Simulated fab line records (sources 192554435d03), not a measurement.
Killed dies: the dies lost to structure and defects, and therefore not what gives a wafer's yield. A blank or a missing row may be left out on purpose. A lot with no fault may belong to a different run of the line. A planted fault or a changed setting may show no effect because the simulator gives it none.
fab line records | flow n5_finfet
[record] lots = 8 wafers = 24 last_day = 18
route steps=1938 shown FIN_SAQP@113 BEOL_M4@1111 PASSIVATION@1936
lots with no fault: from the same line, run without faults
start_h: hours from the record's first day to the start of the lot's first wafer shown | wait_h: hours since the lot's step before | " the same as in the row above | L1.1+2: a single row standing in for several wafers | - no value, or no start given | * or withheld: withheld | < > ~ a bound
route shown NAME@n: NAME is a module with steps in the file, n the number in the route of the first one | usual: mean/standard deviation of fault-free wafers | same: alike in all rows | chamber/n: place in a boat | sites: the reading at each site | _std_site: the values' standard deviation | _edge_site: outer sites' mean less inner sites' | radius_mm: how far each site lies from the wafer's centre | mask NAME#n: copy n | behind: the tool/chamber that last shaped the wafer | hold: why the lot went on hold/how many hours it stayed there/how the hold came to an end | device: the n, p or np transistor that did not switch | end of line: at the end of the route, the tests of the same wafers | where a step has no rows: the recipe by itself | killed: at the first sort, the dies lost to defects and structure; wafer yield is something else | map: a wafer's dies, marking killed ones x, the rest . and places with no die _
set.NAME: the setting that was run; set.NAME@STEP: the one run at that earlier step | model.NAME: the simulator's own value behind a step, which no gauge read
one table for each step of the route and one row for each wafer, over a sample of lots
services: from which hour (start_h, from the record's first day; less than 0 if before it) a tool's chamber was out of use, for how many hours, and why
[[steps]]
[step N5_FIN_SAQP_INSPECT_18]
[recipe] mode = adi inspect_instrument = brightfield
[usual] raw_defect_count = 364/100
// columns lot.wafer tool chamber start_h wait_h raw_defect_count
L723.1 defect_inspect-02 - 48.09 0.0 461
L723.4 " - " " 481
L723.6 " - " " 394
L724.1 defect_inspect-01 - 53.12 0.0 365
L724.3 " - " " 265
L724.6 " - " " 354
L733.1 defect_inspect-01 - 105.77 0.0 635
L733.3 " - " " 644
L733.4 " - " " 597
L734.1 defect_inspect-02 - 112.02 0.0 296
L734.4 " - " " 176
L734.5 " - " " 286
L738.3 defect_inspect-02 - 135.96 0.0 398
L738.4 " - " " 378
L738.6 " - " " 442
L739.1 defect_inspect-02 - 142.06 0.0 342
L739.5 " - " " 326
L739.6 " - " " 318
L740.2 defect_inspect-01 - 148.28 0.0 339
L740.3 " - " " 346
L740.4 " - " " 393
L742.3 defect_inspect-01 - 159.11 0.0 322
L742.5 " - " " 358
L742.6 " - " " 331
[step N5_FIN_SAQP_SPACER1_ETCHBACK_25]
[recipe] chemistry = CHF3/O2 mode = anisotropic_etchback target = SiO2 target_depth_a = 244 time_s = 12.2 pressure_mtorr = 30 source_w = 650 bias_w = 170 Ar_flow_sccm = 200 CHF3_flow_sccm = 50 O2_flow_sccm = 5 ion_energy_ev = 200
[usual] drypump_motor_current_A = 5.9/0.59 oes_f_703_au = 0.81/0.094 oes_product_au = 0.81/0.097 rf_vpp_V = 521/9.4 showerhead_plenum_p_Torr = 2.37/0.045 throttle_valve_pct = 18.82/0.23
// columns lot.wafer tool chamber start_h wait_h drypump_motor_current_A oes_f_703_au oes_product_au rf_hours_counter_h rf_vpp_V showerhead_plenum_p_Torr throttle_valve_pct
L723.1 rie_diel-02 2 50.16 0.4 6.2 0.87 0.85 45 506 2.37 18.92
L723.4 " 3 " " 6.0 0.76 0.74 172 534 2.41 19.05
L723.6 " 2 " " 6.2 0.86 0.85 - 507 2.37 18.91
L724.1 rie_diel-02 1 55.85 0.5 5.5 0.70 0.69 244 518 2.38 18.74
L724.3 " 2 " " 6.2 0.87 0.85 47 506 2.37 18.90
L724.6 " 3 " " 5.9 0.74 0.74 - 532 2.41 19.06
L733.1 rie_diel-05 0 108.25 0.4 6.0 0.78 0.78 105 512 2.32 18.68
L733.3 " 3 " " 4.9 0.86 0.88 15 520 2.37 18.38
L733.4 " 2 " " 6.6 0.74 0.73 178 535 2.39 18.90
L734.1 rie_diel-06 1 114.70 0.5 5.9 0.70 0.69 238 515 2.29 18.87
L734.4 " 2 " " 6.2 1.02 0.99 1 510 2.37 18.76
L734.5 " 3 " " 6.5 0.75 0.75 - 515 2.51 19.03
L738.3 rie_diel-02 3 139.03 0.4 6.0 0.72 0.71 207 532 2.39 19.13
L738.4 " 1 " " 5.5 0.91 0.89 - 519 2.37 18.38
L738.6 " 3 " " 6.0 0.73 0.71 - 531 2.39 19.10
L739.1 rie_diel-02 0 144.47 0.7 5.0 0.90 0.90 35 523 2.36 18.66
L739.5 " 1 " " 5.5 0.91 0.89 - 518 2.37 18.39
L739.6 " 0 " " 5.0 0.90 0.90 - 523 2.36 18.65
L740.2 rie_diel-05 0 150.27 0.4 6.0 0.78 0.78 120 511 2.32 18.68
L740.3 " 1 " " 6.4 0.90 0.91 41 528 2.37 18.78
L740.4 " 2 " " 6.6 0.72 0.71 193 535 2.38 18.92
L742.3 rie_diel-05 3 161.24 0.5 4.9 0.81 0.85 32 519 2.37 18.39
L742.5 " 3 " " 4.9 0.83 0.84 - 521 2.37 18.40
L742.6 " 0 " " 6.0 0.77 0.78 - 511 2.32 18.70
[step N5_FIN_SAQP_CD_MEAS_27]
[recipe] target_cd_nm = 20 landing_energy_ev = 1000 detector = se_inlens polarity = line
[usual] cd_nm = 20.31/0.24
// columns lot.wafer tool chamber start_h wait_h cd_nm
L723.1 cd_sem-02 0 50.36 0.1 21.07
L723.4 " 0 " " 19.96
L723.6 " 0 " " 20.18
L724.1 cd_sem-02 0 56.05 0.1 20.54
L724.3 " 0 " " 20.14
L724.6 " 0 " " 20.42
L733.1 cd_sem-01 0 108.46 0.1 20.71
L733.3 " 0 " " 20.31
L733.4 " 0 " " 20.34
L734.1 cd_sem-01 0 114.90 0.1 20.35
L734.4 " 0 " " 20.23
L734.5 " 0 " " 20.04
L738.3 cd_sem-02 0 139.23 0.1 20.26
L738.4 " 0 " " 19.95
L738.6 " 0 " " 19.90
L739.1 cd_sem-02 0 144.67 0.1 20.51
L739.5 " 0 " " 19.87
L739.6 " 0 " " 20.62
L740.2 cd_sem-03 0 150.47 0.1 20.38
L740.3 " 0 " " 20.49
L740.4 " 0 " " 20.47
L742.3 cd_sem-03 0 161.44 0.1 20.44
L742.5 " 0 " " 20.05
L742.6 " 0 " " 20.15
[step N5_FIN_SAQP_MANDREL_ETCH_58]
[recipe] chemistry = HBr/Cl2 target = a-Si target_depth_a = 450 bt_time_s = 10 stop_on = SiNx mask_material = SiO2 over_etch_frac = 0.8 time_s = 27 pressure_mtorr = 10 icp_w = 800 bias_w = 75 HBr_flow_sccm = 150 Cl2_flow_sccm = 80 ends = end_point
[usual] HBr_flow_sccm = 149.9/0.47 bias_w = 74.95/0.22 drypump_motor_current_A = 5.9/0.37 oes_product_au = 0.697/0.013 throttle_valve_pct = 35.51/0.25
// columns lot.wafer tool chamber start_h wait_h HBr_flow_sccm bias_w drypump_motor_current_A oes_product_au rf_hours_counter_h throttle_valve_pct
L723.1 rie_si-02 0 50.56 0.0 149.3 75.51 6.2 0.687 101 35.24
L723.4 " 2 " " 149.7 75.16 6.0 0.706 114 35.73
L723.6 " 1 " " 149.1 75.17 6.3 0.707 - 35.89
L724.1 rie_si-05 2 56.24 0.0 150.6 74.72 5.2 0.704 1 35.29
L724.3 " 3 " " 149.3 74.95 5.6 0.695 47 35.18
L724.6 " 2 " " 150.1 75.00 5.2 0.705 - 35.27
L733.1 rie_si-02 0 108.68 0.0 - - - - - -
L733.3 " 3 " " - - - - - -
L733.4 " 1 " " - - - - - -
L734.1 rie_si-02 1 115.09 0.0 - - - - - -
L734.4 " 3 " " - - - - - -
L734.5 " 2 " " - - - - - -
L738.3 rie_si-02 2 139.47 0.0 149.6 75.31 6.0 0.699 115 35.74
L738.4 " 3 " " 150.4 74.92 5.6 0.679 98 35.46
L738.6 " 3 " " 149.9 74.66 5.5 0.687 - 35.48
L739.1 rie_si-02 3 144.86 0.0 149.3 74.82 5.6 0.677 98 35.49
L739.5 " 0 " " 149.9 75.17 6.2 0.689 - 35.23
L739.6 " 1 " " 150.2 74.74 6.4 0.705 - 35.88
L740.2 rie_si-02 3 150.65 0.0 150.1 74.97 5.6 0.679 98 35.48
L740.3 " 1 " " 150.0 74.90 6.3 0.692 126 35.90
L740.4 " 0 " " 150.1 74.78 6.2 0.687 103 35.22
L742.3 rie_si-02 2 161.78 0.0 149.7 74.59 6.0 0.712 116 35.75
L742.5 " 2 " " 149.7 74.76 6.0 0.719 - 35.73
L742.6 " 3 " " 149.7 74.79 5.6 0.687 - 35.46
[step N5_FIN_SAQP_ETCH_69]
[recipe] chemistry = N2/H2 target = SOC target_depth_a = 1500 stop_on = SiNx ion_energy_ev = 100 bias_w = 61 pressure_mtorr = 30 source_w = 850 n2_flow_sccm = 200 h2_flow_sccm = 200
[usual] bias_w = 60.97/0.18 chamber_pressure_mTorr = 30.000/0.028 drypump_motor_current_A = 5.9/0.59 oes_product_au = 0.80/0.092 rf_vpp_V = 240.2/1.2 showerhead_plenum_p_Torr = 2.50/0.065 throttle_valve_pct = 17.8/0.31
// columns lot.wafer tool chamber start_h wait_h bias_w chamber_pressure_mTorr drypump_motor_current_A oes_product_au rf_hours_counter_h rf_vpp_V showerhead_plenum_p_Torr throttle_valve_pct
L723.1 rie_diel-02 3 51.12 - 61.02 30.060 6.0 0.74 173 238.7 2.54 18.1
L723.4 " 2 " " 60.88 30.001 6.2 0.84 45 239.3 2.49 17.8
L723.6 " 1 " " 60.63 29.992 5.5 0.69 - 239.9 2.49 17.5
L724.1 rie_diel-05 2 56.96 - 61.04 30.026 6.6 0.73 160 240.6 2.55 17.9
L724.3 " 1 " " 60.74 30.008 6.4 0.96 8 240.5 2.48 17.4
L724.6 " 1 " " 60.93 30.054 6.4 0.97 - 239.7 2.48 17.4
L733.1 rie_diel-06 0 109.45 - 60.94 30.015 4.9 0.27 185 240.6 2.43 18.2
L733.3 " 3 " " 60.92 30.005 6.4 0.28 151 242.8 2.67 18.0
L733.4 " 3 " " 61.02 29.998 6.5 0.28 - 243.0 2.67 18.1
L734.1 rie_diel-05 1 115.79 - 60.94 29.964 6.4 0.34 29 240.3 2.48 17.4
L734.4 " 3 " " 61.06 29.978 4.9 0.33 17 239.1 2.48 17.1
L734.5 " 1 " " 61.13 29.964 6.4 0.34 - 239.3 2.48 17.4
L738.3 rie_diel-06 2 140.00 - 60.81 30.003 6.3 0.94 10 241.0 2.50 17.6
L738.4 " 3 " " 60.84 30.027 6.5 0.74 162 241.9 2.66 18.1
L738.6 " 2 " " 60.68 30.016 6.2 0.94 - 241.0 2.49 17.6
L739.1 rie_diel-06 1 145.41 - 61.03 30.021 5.9 0.68 249 237.8 2.38 17.6
L739.5 " 3 " " 60.94 30.017 6.5 0.74 - 242.3 2.66 18.1
L739.6 " 2 " " 61.13 29.963 6.2 0.93 - 239.9 2.49 17.6
L740.2 rie_diel-06 2 151.32 - 60.92 30.005 6.2 0.93 15 239.6 2.49 17.6
L740.3 " 3 " " 61.25 30.003 6.5 0.74 166 242.5 2.66 18.1
L740.4 " 2 " " 61.10 30.013 6.2 0.93 - 240.0 2.49 17.6
L742.3 rie_diel-02 2 162.36 - 61.07 30.002 6.2 0.78 85 239.7 2.47 17.8
L742.5 " 3 " " 60.88 29.988 5.9 0.70 - 240.1 2.52 18.1
L742.6 " 2 " " 60.94 30.035 6.2 0.79 - 240.2 2.47 17.8
[step N5_FIN_SAQP_SPACER2_ETCHBACK_29]
[recipe] chemistry = CHF3/O2 mode = anisotropic_etchback target = SiO2 target_depth_a = 122 time_s = 6.1 pressure_mtorr = 30 source_w = 650 bias_w = 170 Ar_flow_sccm = 200 CHF3_flow_sccm = 50 O2_flow_sccm = 5 ion_energy_ev = 200
[usual] drypump_motor_current_A = 5.8/0.6 oes_f_703_au = 0.81/0.091 oes_product_au = 0.81/0.096 rf_vpp_V = 520/9.2 showerhead_plenum_p_Torr = 2.37/0.048 throttle_valve_pct = 18.82/0.25
// columns lot.wafer tool chamber start_h wait_h drypump_motor_current_A oes_f_703_au oes_product_au rf_hours_counter_h rf_vpp_V showerhead_plenum_p_Torr throttle_valve_pct
L723.1 rie_diel-06 3 52.10 0.2 6.5 0.77 0.77 136 516 2.51 19.00
L723.4 " 1 " " 5.9 0.71 0.71 210 514 2.30 18.84
L723.6 " 0 " " 4.9 0.77 0.76 - 511 2.31 19.25
L724.1 rie_diel-02 3 57.70 0.2 5.9 0.75 0.74 175 530 2.41 19.06
L724.3 " 1 " " 5.5 0.69 0.69 244 518 2.38 18.74
L724.6 " 0 " " 5.1 0.96 0.98 - 524 2.37 18.62
L733.1 rie_diel-02 1 110.12 0.2 5.5 0.95 0.35 7 515 2.37 18.23
L733.3 " 2 " " 6.2 0.83 0.30 67 505 2.36 18.83
L733.4 " 3 " " 6.0 0.73 0.28 194 531 2.40 18.96
L734.1 rie_diel-02 1 116.53 0.3 5.5 0.94 0.35 10 518 2.37 18.24
L734.4 " 0 " " 5.1 0.91 0.34 31 523 2.36 18.53
L734.5 " 2 " " 6.2 0.82 0.30 - 508 2.36 18.82
L738.3 rie_diel-06 2 140.83 0.4 6.2 0.97 0.96 11 507 2.37 18.77
L738.4 " 0 " " 4.9 0.74 0.73 197 509 2.29 19.31
L738.6 " 0 " " 4.9 0.74 0.73 - 512 2.29 19.30
L739.1 rie_diel-05 0 146.12 0.3 6.0 0.77 0.78 119 512 2.32 18.68
L739.5 " 0 " " 6.0 0.78 0.79 - 512 2.32 18.69
L739.6 " 1 " " 6.3 0.91 0.92 - 528 2.37 18.77
L740.2 rie_diel-06 2 151.98 0.2 6.3 0.96 0.95 15 509 2.37 18.79
L740.3 " 0 " " 4.9 0.74 0.73 201 511 2.29 19.32
L740.4 " 0 " " 4.9 0.74 0.73 - 512 2.29 19.30
L742.3 rie_diel-05 2 163.00 0.2 6.6 0.73 0.72 196 534 2.38 18.95
L742.5 " 2 " " 6.6 0.73 0.72 - 537 2.38 18.94
L742.6 " 0 " " 6.0 0.77 0.77 - 511 2.32 18.71
[step N5_BEOL_M4_RC_MEAS_101]
[usual] DIBL_N = 35.9/1.7 DIBL_P = 36.0/2.2 IOFF_N = 0.16/0.031 IOFF_P = 0.21/0.039 ION_N = 678/13 ION_P = 464/8.8 SS_N = 71.5/0.61 SS_P = 73.2/0.68 VT_N = 249/3.3 VT_P = -250/3.8
// columns lot.wafer tool chamber start_h wait_h DIBL_N[mV/V] DIBL_P[mV/V] IOFF_N[nA/um] IOFF_P[nA/um] ION_N[uA/um] ION_P[uA/um] SS_N[mV/dec] SS_P[mV/dec] VT_N[mV] VT_P[mV]
L723.1 prober-01 0 193.34 0.0 31.6 31.5 0.09 0.13 641 450 70.2 72.0 258 -260
L723.4 " 0 " " 33.5 34.6 0.11 0.15 664 455 70.5 72.4 256 -257
L723.6 " 0 " " 37.1 38.8 0.17 0.21 676 457 71.3 73.5 250 -254
L724.1 prober-02 0 195.36 0.0 35.2 35.9 0.15 0.19 670 463 70.7 72.6 247 -254
L724.3 " 0 " " 35.0 35.4 0.14 0.18 681 463 71.9 72.4 248 -254
L724.6 " 0 " " 36.0 36.1 0.15 0.19 679 463 71.8 73.2 250 -250
L738.3 prober-02 0 281.73 0.3 35.3 33.9 0.13 0.17 651 447 71.1 72.2 255 -254
L738.4 " 0 " " 36.2 35.6 0.14 0.19 677 465 71.7 73.0 252 -251
L738.6 " 0 " " 34.4 33.5 0.12 0.16 655 452 71.4 72.7 255 -252
L739.1 prober-02 0 285.06 0.0 34.2 33.5 0.12 0.15 660 455 70.2 72.6 254 -254
L739.5 " 0 " " 32.8 31.1 0.10 0.13 657 450 71.3 72.6 257 -257
L739.6 " 0 " " 36.7 37.7 0.16 0.21 677 460 71.0 73.4 249 -254
L740.2 prober-02 0 294.82 0.2 37.5 37.3 0.19 0.28 692 472 72.1 74.0 246 -244
L740.3 " 0 " " 34.6 33.9 0.14 0.22 679 477 70.7 72.9 251 -246
L740.4 " 0 " " 35.9 35.3 0.16 0.23 678 470 71.8 72.9 248 -247
L742.3 prober-02 0 314.06 0.3 34.9 33.1 0.13 0.17 681 462 71.8 73.0 251 -252
L742.5 " 0 " " 38.4 38.7 0.20 0.25 688 463 72.1 73.7 245 -249
L742.6 " 0 " " 34.8 33.7 0.13 0.17 690 465 70.8 72.6 250 -254
[step N5_PASSIVATION_PROBE_49]
[usual] killed_at_M0_to_M3 = 36/10 killed_at_M4_up = 13/5.5 killed_at_contacts = 12/5.6 killed_at_front_end = 42/12 killed_at_other = 4/3.2 killed_dies = 108/18 killed_on_rim = 15/4.1 killed_open = 71/13 killed_short = 34/7.8
[same] gross_dies = 1180 killed_at_back_side = 0
// columns lot.wafer tool chamber start_h wait_h killed_at_M0_to_M3 killed_at_M4_up killed_at_contacts killed_at_front_end killed_at_other killed_dies killed_on_rim killed_open killed_short
L723.1 prober-02 - 289.16 0.0 22 16 7 44 9 98 18 70 25
L723.4 prober-02 - 289.31 0.2 18 17 3 69 4 111 23 69 34
L723.6 prober-02 - 289.41 0.3 14 14 2 49 3 82 19 49 23
L733.1 prober-01 - 376.66 0.0 33 5 8 1130 4 1180 152 70 36
L733.3 prober-01 - 376.76 0.1 26 4 18 1128 4 1180 152 92 29
L733.4 prober-01 - 376.81 0.2 33 7 12 1124 4 1180 152 95 49
L734.1 prober-01 - 385.70 0.0 23 13 6 1134 4 1180 152 49 35
L734.4 prober-01 - 385.85 0.2 27 14 7 1129 3 1180 152 57 27
L734.5 prober-01 - 385.90 0.2 34 12 9 1122 3 1180 152 73 17
L739.1 prober-02 - 398.95 0.0 37 19 12 47 0 115 19 73 41
L739.5 prober-02 - 399.15 0.2 40 8 10 59 2 119 14 73 46
L739.6 prober-02 - 399.20 0.3 41 9 20 47 6 123 19 83 39
L738.3 prober-01 - 399.21 0.1 40 8 5 47 13 113 17 73 38
L738.4 prober-01 - 399.26 0.2 38 11 7 24 7 87 8 56 27
L738.6 prober-01 - 399.36 0.3 34 10 10 46 6 106 11 71 32
L740.2 prober-01 - 410.77 0.1 33 17 16 42 1 109 10 72 32
L740.3 prober-01 - 410.82 0.1 52 20 19 59 4 154 20 106 47
L740.4 prober-01 - 410.87 0.2 30 12 26 37 0 105 16 74 30
L742.3 prober-01 - 440.56 0.1 33 17 14 55 8 127 14 84 41
L742.5 prober-01 - 440.66 0.2 34 7 18 35 9 103 14 61 42
L742.6 prober-01 - 440.71 0.3 15 14 17 45 3 94 14 61 32
// killed by level:class
L723.1 FIN_SAQP:geometric_particle:open=17 FIN_SAQP:geometric_particle:short=10 DUMMY_GATE:geometric_particle:open=6 MOL_CONTACT_COAG:geometric_particle:open=6 BEOL_M1:geometric_particle:open=6 BEOL_M2:geometric_particle:open=5 BEOL_M5:geometric_particle:open=5 BEOL_M4:geometric_particle:open=4
L723.4 FIN_SAQP:geometric_particle:open=21 HKMG_FIN:area_etch=8 BEOL_M4:geometric_particle:open=7 FIN_SAQP:geometric_particle:short=7 STI_FIN_REVEAL:geometric_particle:open=7 BEOL_M0_SAQP:geometric_particle:open=6 BEOL_M0_SAQP:geometric_particle:short=5 STARTING-WAFER:geometric_particle:open=5
L723.6 HKMG_FIN:area_etch=8 STI_FIN_REVEAL:geometric_particle:open=6 FIN_SAQP:geometric_particle:short=5 FIN_SAQP:geometric_particle:open=4 SPACER0:geometric_particle:short=4 BEOL_M1:geometric_particle:open=4 STI_FIN_REVEAL:geometric_particle:short=3 DUMMY_GATE:geometric_particle:open=3
L733.1 FIN_SAQP:area_etch=1074 FIN_SAQP:geometric_particle:open=19 STI_FIN_REVEAL:geometric_particle:open=15 BEOL_M0_SAQP:geometric_particle:short=12 MOL_CONTACT_COAG:geometric_particle:open=8 FIN_SAQP:geometric_particle:short=7 BEOL_M0_SAQP:geometric_particle:open=7 BEOL_M1:geometric_particle:open=4
L733.3 FIN_SAQP:area_etch=1058 FIN_SAQP:geometric_particle:open=33 MOL_CONTACT_COAG:geometric_particle:open=16 FIN_SAQP:geometric_particle:short=12 STI_FIN_REVEAL:geometric_particle:open=7 BEOL_M0_SAQP:geometric_particle:short=6 GATE_CUT:geometric_particle:open=5 BEOL_M1:geometric_particle:open=5
L733.4 FIN_SAQP:area_etch=1035 FIN_SAQP:geometric_particle:open=23 STI_FIN_REVEAL:geometric_particle:open=20 FIN_SAQP:geometric_particle:short=17 BEOL_M3:geometric_particle:open=10 MOL_CONTACT_COAG:geometric_particle:open=9 BEOL_M0_SAQP:geometric_particle:open=6 STI_FIN_REVEAL:geometric_particle:short=5
L734.1 FIN_SAQP:area_etch=1096 STI_FIN_REVEAL:geometric_particle:open=11 FIN_SAQP:geometric_particle:short=8 MOL_CONTACT_COAG:geometric_particle:open=6 BEOL_M3:geometric_particle:open=6 FIN_SAQP:geometric_particle:open=5 BEOL_M0_SAQP:geometric_particle:short=5 BEOL_M2:geometric_particle:short=4
L734.4 FIN_SAQP:area_etch=1095 BEOL_M3:geometric_particle:open=9 DUMMY_GATE:geometric_particle:open=6 MOL_CONTACT_COAG:geometric_particle:open=6 BEOL_M2:geometric_particle:open=5 BEOL_M4:geometric_particle:open=5 STI_FIN_REVEAL:geometric_particle:open=4 GATE_CUT:geometric_particle:short=4
L734.5 FIN_SAQP:area_etch=1090 BEOL_M1:geometric_particle:open=12 DUMMY_GATE:geometric_particle:open=8 MOL_CONTACT_COAG:geometric_particle:open=8 BEOL_M0_SAQP:geometric_particle:open=8 STI_FIN_REVEAL:geometric_particle:open=7 FIN_SAQP:geometric_particle:open=5 BEOL_M4:geometric_particle:open=5
L739.1 STI_FIN_REVEAL:geometric_particle:open=14 BEOL_M0_SAQP:geometric_particle:short=13 MOL_CONTACT_COAG:geometric_particle:open=11 BEOL_M4:geometric_particle:open=9 FIN_SAQP:geometric_particle:open=7 BEOL_M0_SAQP:geometric_particle:open=7 FIN_SAQP:geometric_particle:short=6 GATE_CUT:geometric_particle:short=5
L739.5 FIN_SAQP:geometric_particle:short=17 FIN_SAQP:geometric_particle:open=13 BEOL_M0_SAQP:geometric_particle:short=11 BEOL_M0_SAQP:geometric_particle:open=10 MOL_CONTACT_COAG:geometric_particle:open=8 STI_FIN_REVEAL:geometric_particle:open=7 BEOL_M2:geometric_particle:open=7 BEOL_M1:geometric_particle:open=5
L739.6 MOL_CONTACT_COAG:geometric_particle:open=15 BEOL_M0_SAQP:geometric_particle:short=13 BEOL_M0_SAQP:geometric_particle:open=11 STI_FIN_REVEAL:geometric_particle:open=10 BEOL_M2:geometric_particle:open=10 FIN_SAQP:geometric_particle:open=9 FIN_SAQP:geometric_particle:short=6 BEOL_M3:geometric_particle:open=6
L738.3 FIN_SAQP:geometric_particle:short=14 FIN_SAQP:geometric_particle:open=11 BEOL_M0_SAQP:geometric_particle:short=11 BEOL_M2:geometric_particle:open=9 STI_FIN_REVEAL:geometric_particle:open=8 BEOL_M0_SAQP:geometric_particle:open=8 MIM_TOP_ETCH:geometric_particle:open=7 MOL_CONTACT_COAG:geometric_particle:open=5
L738.4 BEOL_M1:geometric_particle:open=11 BEOL_M0_SAQP:geometric_particle:short=9 MOL_CONTACT_COAG:geometric_particle:open=7 BEOL_M0_SAQP:geometric_particle:open=6 BEOL_M2:geometric_particle:open=6 STI_FIN_REVEAL:geometric_particle:open=5 BEOL_M5:geometric_particle:open=5 FIN_SAQP:geometric_particle:short=4
L738.6 STI_FIN_REVEAL:geometric_particle:open=11 MOL_CONTACT_COAG:geometric_particle:open=7 BEOL_M0_SAQP:geometric_particle:short=6 SPACER0:geometric_particle:open=6 BEOL_M3:geometric_particle:open=6 FIN_SAQP:geometric_particle:open=5 BEOL_M0_SAQP:geometric_particle:open=5 BEOL_M1:geometric_particle:open=5
L740.2 MOL_CONTACT_COAG:geometric_particle:open=13 BEOL_M3:geometric_particle:open=10 FIN_SAQP:geometric_particle:open=9 STI_FIN_REVEAL:geometric_particle:open=8 BEOL_M5:geometric_particle:open=8 FIN_SAQP:geometric_particle:short=7 BEOL_M0_SAQP:geometric_particle:short=7 BEOL_M2:geometric_particle:open=6
L740.3 BEOL_M2:geometric_particle:open=19 FIN_SAQP:geometric_particle:open=18 FIN_SAQP:geometric_particle:short=16 MOL_CONTACT_COAG:geometric_particle:open=13 BEOL_M4:geometric_particle:open=9 BEOL_M0_SAQP:geometric_particle:open=9 DUMMY_GATE:geometric_particle:open=7 MOL_CONTACT_COAG:geometric_particle:short=6
L740.4 MOL_CONTACT_COAG:geometric_particle:open=21 FIN_SAQP:geometric_particle:open=10 BEOL_M2:geometric_particle:open=10 FIN_SAQP:geometric_particle:short=9 MOL_CONTACT_COAG:geometric_particle:short=5 BEOL_M4:geometric_particle:open=5 STI_FIN_REVEAL:geometric_particle:open=4 BEOL_M0_SAQP:geometric_particle:short=4
L742.3 FIN_SAQP:geometric_particle:open=13 FIN_SAQP:geometric_particle:short=10 BEOL_M3:geometric_particle:open=10 BEOL_M0_SAQP:geometric_particle:open=10 STI_FIN_REVEAL:geometric_particle:open=9 MOL_CONTACT_COAG:geometric_particle:open=9 BEOL_M4:geometric_particle:open=7 MOL_CONTACT_COAG:geometric_particle:short=5
L742.5 MOL_CONTACT_COAG:geometric_particle:open=13 BEOL_M0_SAQP:geometric_particle:short=13 BEOL_M0_SAQP:geometric_particle:open=8 FIN_SAQP:geometric_particle:short=7 STI_FIN_REVEAL:geometric_particle:open=7 FIN_SAQP:geometric_particle:open=6 BEOL_M4:geometric_particle:open=5 MOL_CONTACT_COAG:geometric_particle:short=5
L742.6 STI_FIN_REVEAL:geometric_particle:open=14 MOL_CONTACT_COAG:geometric_particle:open=14 BEOL_M4:geometric_particle:open=6 FIN_SAQP:geometric_particle:short=5 FIN_SAQP:geometric_particle:open=5 BEOL_M1:geometric_particle:short=5 DUMMY_GATE:geometric_particle:open=4 ILD0:geometric_particle:open=4
[[services]]
// columns tool chamber start_h hours kind
rie_diel-02 2 28.12 8.7 repair
rie_diel-02 3 37.87 1.7 repair
rie_diel-05 3 38.24 - clean
rie_diel-05 3 38.24 - consumable_replace:focus_ring
rie_diel-05 3 38.24 23.9 scheduled_down
rie_diel-05 3 38.24 23.9 vent_cycle
rie_diel-06 3 55.70 20.6 repair
rie_diel-02 1 74.76 - clean
rie_diel-02 1 74.76 - consumable_replace:focus_ring
rie_diel-02 1 74.76 16.1 scheduled_down
rie_diel-02 1 74.76 16.1 vent_cycle
rie_diel-06 2 89.66 4.8 repair
rie_diel-02 0 126.72 16.1 repair
rie_si-05 - 130.48 14.6 pm
rie_diel-06 1 151.02 - clean
rie_diel-06 1 151.02 - consumable_replace:focus_ring
rie_diel-06 1 151.02 - consumable_replace:showerhead
rie_diel-06 1 151.02 25.5 scheduled_down
rie_diel-06 1 151.02 25.5 vent_cycle
rie_diel-05 1 162.15 36.3 repair
[[key]]
[first_sign] step = N5_FIN_SAQP_MANDREL_ETCH_58 reading = tool_record direction = missing
[effect] step = N5_FIN_SAQP_ETCH_69 reading = oes_product_au direction = down sigmas = 5.4 usual = 0.80 struck = 0.31
[effect] step = N5_FIN_SAQP_SPACER2_ETCHBACK_29 reading = oes_product_au direction = down sigmas = 5.1 usual = 0.81 struck = 0.32
[effect] step = N5_PASSIVATION_PROBE_49 reading = killed_at_front_end direction = up sigmas = 89 usual = 42 struck = 1128
[more_kills_born_at] N5_FIN_SAQP_MANDREL_ETCH_58@rie_si-02 = 6439
met_at N5_FIN_SAQP_MANDREL_ETCH_58
struck_lots L733,L734
later_rows_left_out L733.1,L733.3,L733.4,L734.1,L734.4,L734.5
tester_left_out L733,L734
not_acting_at N5_FIN_SAQP_INSPECT_18,N5_FIN_SAQP_SPACER1_ETCHBACK_25,N5_FIN_SAQP_CD_MEAS_27
onset_between 50.56 108.68
[fault] kind = skipped_step_whole tool = rie_si-02 chamber = - onset_h = 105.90 steps = N5_FIN_SAQP_MANDREL_ETCH_58 scope = struck_lots_only
// tester_left_out: of these lots the tester's yield and bins aren't shown, on N5 and GAA mostly nor the transistor test; their killed dies are dies lost to structure and defects alone, not to doping, threshold or leakage, so they don't give the yield
// later_rows_left_out: the simulator's readings of these wafers behind a module that went badly wrong aren't trusted and aren't shown, but for the sort
